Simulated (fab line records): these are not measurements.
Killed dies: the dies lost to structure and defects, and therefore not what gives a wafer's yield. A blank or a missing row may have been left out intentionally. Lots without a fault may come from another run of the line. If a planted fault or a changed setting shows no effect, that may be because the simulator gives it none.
What tool caused it?    flow n5 finfet    10 lots with 28 wafers sampled at 6 steps, on a route of 1938 steps

== WHAT THE GAUGES READ, wafer by wafer ==
N5_BEOL_M2_THK_MEAS_01.
lot   measured      on             M2_ILD_THK (nm)
L204  day 6 17:26   film metro-02  77.8 78.9 78.7
L206  day 7 01:44   film metro-01  78.3 80.0 79.4
L205  day 7 01:49   film metro-02  80.1 79.1 80.9
L211  day 8 21:01   film metro-01  76.5 78.5 77.9
L212  day 9 06:11   film metro-01  77.5 80.8 78.3
L217  day 10 00:53  film metro-01  108.8 78.6
L221  day 10 18:54  film metro-01  106.8 77.7
L223  day 12 03:28  film metro-01  77.7 77.9 78.6
L224  day 12 06:48  film metro-02  78.0 77.7 78.2
L225  day 12 15:16  film metro-01  77.6 80.1 80.4

N5_BEOL_M4_RC_MEAS_101.
lot   measured      on         DIBL_N (mV/V)   DIBL_P (mV/V)  IOFF_N (nA/um)  IOFF_P (nA/um)  ION_N (uA/um)  ION_P (uA/um)  SS_N (mV/dec)   SS_P (mV/dec)   VT_N (mV)    VT_P (mV)
L204  day 7 22:32   prober-02  37.0 43.5 39.5  35 44 38       0.16 0.32 0.22  0.21 0.42 0.29  680 733 692    467 500 479    71.0 72.7 71.5  73.8 76.2 73.5  249 242 244  -249 -240 -245
L206  day 8 21:05   prober-01  38.3 37.2 35.4  40 38 36       0.22 0.19 0.16  0.36 0.28 0.26  695 691 682    487 478 481    72.9 72.2 72.0  73.0 73.6 73.0  242 245 248  -239 -242 -243
L205  day 9 09:14   prober-02  36.1 37.3 37.3  36 37 38       0.15 0.18 0.18  0.20 0.23 0.24  674 681 689    469 471 474    70.7 71.8 71.7  72.6 74.1 73.8  250 247 246  -248 -250 -248
L211  day 10 14:48  prober-02  38.0 36.2 37.5  36 36 36       0.17 0.13 0.17  0.23 0.22 0.21  672 671 683    461 461 460    72.2 71.8 72.0  73.8 72.7 73.7  249 255 249  -250 -250 -252
L212  day 10 19:54  prober-01  37.4 38.3 39.2  37 37 40       0.14 0.16 0.18  0.21 0.23 0.28  667 686 690    468 472 473    71.6 71.9 71.7  73.1 73.2 74.1  254 251 247  -250 -249 -247
L217  day 11 18:10  prober-02  36.7            35             0.18            0.19            653            445            72.6            73.5            252          -254
L221  day 12 22:53  prober-02  37.8            41             0.18            0.22            671            450            72.3            73.9            251          -253
L223  day 13 10:51  prober-01  36.5 32.8 35.4  35 31 34       0.14 0.10 0.13  0.19 0.14 0.17  663 659 670    462 453 461    70.9 70.5 71.1  72.6 72.4 72.0  250 256 252  -251 -256 -255
L224  day 14 04:37  prober-02  36.8 37.1 37.0  37 38 38       0.19 0.20 0.17  0.23 0.23 0.23  697 694 673    475 466 466    71.2 71.2 71.6  72.9 73.8 74.1  246 246 247  -248 -253 -251
L225  day 14 07:22  prober-02  40.0 36.7 41.0  38 34 40       0.21 0.14 0.23  0.22 0.16 0.25  677 659 689    457 448 467    72.4 71.2 72.3  73.5 72.5 74.2  249 253 247  -253 -257 -252

== EACH LOT AND THE TOOL THAT RAN IT (in order: tool; ch and the chambers of the sampled wafers; start) ==
lot   N5_BEOL_M1_SPUTTER_81         N5_BEOL_M1_ANNEAL_82          N5_BEOL_M1_SPUTTER_96         N5_BEOL_M2_ILD_DEP_00
L204  pvd sputter-02, day 6 14:49   pvd sputter-02, day 6 14:53   pvd sputter-02, day 6 16:08   pecvd-03 ch 0,2, day 6 17:22
L206  pvd sputter-02, day 6 23:14   pvd sputter-02, day 6 23:19   pvd sputter-02, day 7 00:34   pecvd-03 ch 0,1, day 7 01:40
L205  pvd sputter-01, day 6 23:18   pvd sputter-01, day 6 23:23   pvd sputter-01, day 7 00:37   pecvd-01 ch 0,1,2, day 7 01:46
L211  pvd sputter-01, day 8 18:31   pvd sputter-01, day 8 18:36   pvd sputter-01, day 8 19:50   pecvd-01 ch 1,2, day 8 20:57
L212  pvd sputter-01, day 9 03:41   pvd sputter-01, day 9 03:46   pvd sputter-01, day 9 05:00   pecvd-01 ch 1,2, day 9 06:07
L217  pvd sputter-02, day 9 22:23   pvd sputter-02, day 9 22:28   pvd sputter-02, day 9 23:43   pecvd-01 ch 0,2, day 10 00:50
L221  pvd sputter-03, day 10 16:22  pvd sputter-03, day 10 16:27  pvd sputter-03, day 10 17:41  pecvd-01 ch 0,1, day 10 18:50
L223  pvd sputter-02, day 12 00:58  pvd sputter-02, day 12 01:02  pvd sputter-02, day 12 02:17  pecvd-03 ch 0,1,2, day 12 03:23
L224  pvd sputter-02, day 12 04:07  pvd sputter-02, day 12 04:12  pvd sputter-02, day 12 05:26  pecvd-02 ch 0,1,2, day 12 06:44
L225  pvd sputter-03, day 12 12:35  pvd sputter-03, day 12 12:40  pvd sputter-03, day 12 13:55  pecvd-03 ch 1,2, day 12 15:11
- N5_BEOL_M1_SPUTTER_81: material Cu, target thk 4.5 nm, time 8.29 s.
- N5_BEOL_M1_ANNEAL_82: time 240 s.
- N5_BEOL_M1_SPUTTER_96: material Cu, target thk 4.5 nm, time 8.29 s.
- N5_BEOL_M2_ILD_DEP_00: deposits SiOC from DEMS/O2, target thk 79 nm, time 15.3 s.

== AS READ BY THE TOOLS THEMSELVES (means over the sampled wafers that have a number; for cases with no such wafer, the mark the record gives instead) ==
N5_BEOL_M1_SPUTTER_81.
lot   tool            chamber pressure pa (Pa)  throttle valve pct (%)
L204  pvd sputter-02  0.06989                   30.4
L206  pvd sputter-02  0.06996                   30.3
L205  pvd sputter-01  0.06998                   29.4
L211  pvd sputter-01  0.07010                   29.3
L212  pvd sputter-01  0.06996                   29.9
L217  pvd sputter-02  0.06976                   28.8
L221  pvd sputter-03  0.06995                   28.5
L223  pvd sputter-02  0.06991                   30.6
L224  pvd sputter-02  0.06999                   30.3
L225  pvd sputter-03  0.06993                   29.7

N5_BEOL_M1_ANNEAL_82.
lot   tool            heater power w (W)
L204  pvd sputter-02  812
L206  pvd sputter-02  831
L205  pvd sputter-01  759
L211  pvd sputter-01  830
L212  pvd sputter-01  785
L217  pvd sputter-02  818
L221  pvd sputter-03  776
L223  pvd sputter-02  846
L224  pvd sputter-02  824
L225  pvd sputter-03  852

N5_BEOL_M1_SPUTTER_96.
lot   tool            chamber pressure pa (Pa)  throttle valve pct (%)
L204  pvd sputter-02  0.07009                   30.2
L206  pvd sputter-02  0.07014                   30.1
L205  pvd sputter-01  0.07000                   29.3
L211  pvd sputter-01  0.07002                   29.3
L212  pvd sputter-01  0.07011                   29.9
L217  pvd sputter-02  0.06989                   29.1
L221  pvd sputter-03  0.07001                   28.3
L223  pvd sputter-02  0.07007                   30.5
L224  pvd sputter-02  0.07000                   30.3
L225  pvd sputter-03  0.07005                   29.6

N5_BEOL_M2_ILD_DEP_00.
lot   tool      heater power w (W)  showerhead plenum p Torr (Torr)  throttle valve pct (%)
L204  pecvd-03  417                 5.687                            11.5
L206  pecvd-03  351                 5.688                            11.7
L205  pecvd-01  508                 5.695                            11.7
L211  pecvd-01  516                 5.695                            11.9
L212  pecvd-01  559                 5.692                            11.7
L217  pecvd-01  474                 5.715                            11.6
L221  pecvd-01  542                 5.690                            11.8
L223  pecvd-03  452                 5.698                            11.6
L224  pecvd-02  434                 5.687                            12.4
L225  pecvd-03  431                 5.680                            11.7

== THE ANSWER, worked out from the rows above alone ==
Rule: usual is defined by the lots themselves. Put in order of their means at a reading, lots are off if they are a third of the lots or fewer, leave a main group of 4 or more, and stand apart from it by a gap of 3 or more times the standard deviation of the main group's means; of several such gaps the widest counts. A main group is skipped when, at the precision printed for the reading in the tables above, its means are all equal. A lot without any number at a reading at which 4 lots or more have one is off too. Where the step has rows for the other lots, those lots are counted as sound. Order of review: gauges by route order, followed by the tools' own readings, for which a lot's mean as printed above is used. At the first step where some lot is off, the reading lying furthest off is the one used; lots without a number count as furthest.
Off: L217, L221, seen at N5_BEOL_M2_THK_MEAS_01 (M2_ILD_THK). The main group has a mean of 78.7 nm with a standard deviation of 0.76.
A tool fits if, at a process step before that reading, it ran every lot that is off, and no sound lot after the first of them. The gauges at N5_BEOL_M2_THK_MEAS_01 are tried like those tools. One candidate fits, namely pecvd-01 at N5_BEOL_M2_ILD_DEP_00. A fault onset in the window from L212 (day 9 06:07, its last sound lot) to L217 (day 10 00:50, its first lot off) fits.

== WHAT THE SIMULATOR HAD PUT IN ==
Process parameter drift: pecvd-01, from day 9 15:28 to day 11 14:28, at N5_BEOL_M2_ILD_DEP_00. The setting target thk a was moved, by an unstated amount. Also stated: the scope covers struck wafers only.
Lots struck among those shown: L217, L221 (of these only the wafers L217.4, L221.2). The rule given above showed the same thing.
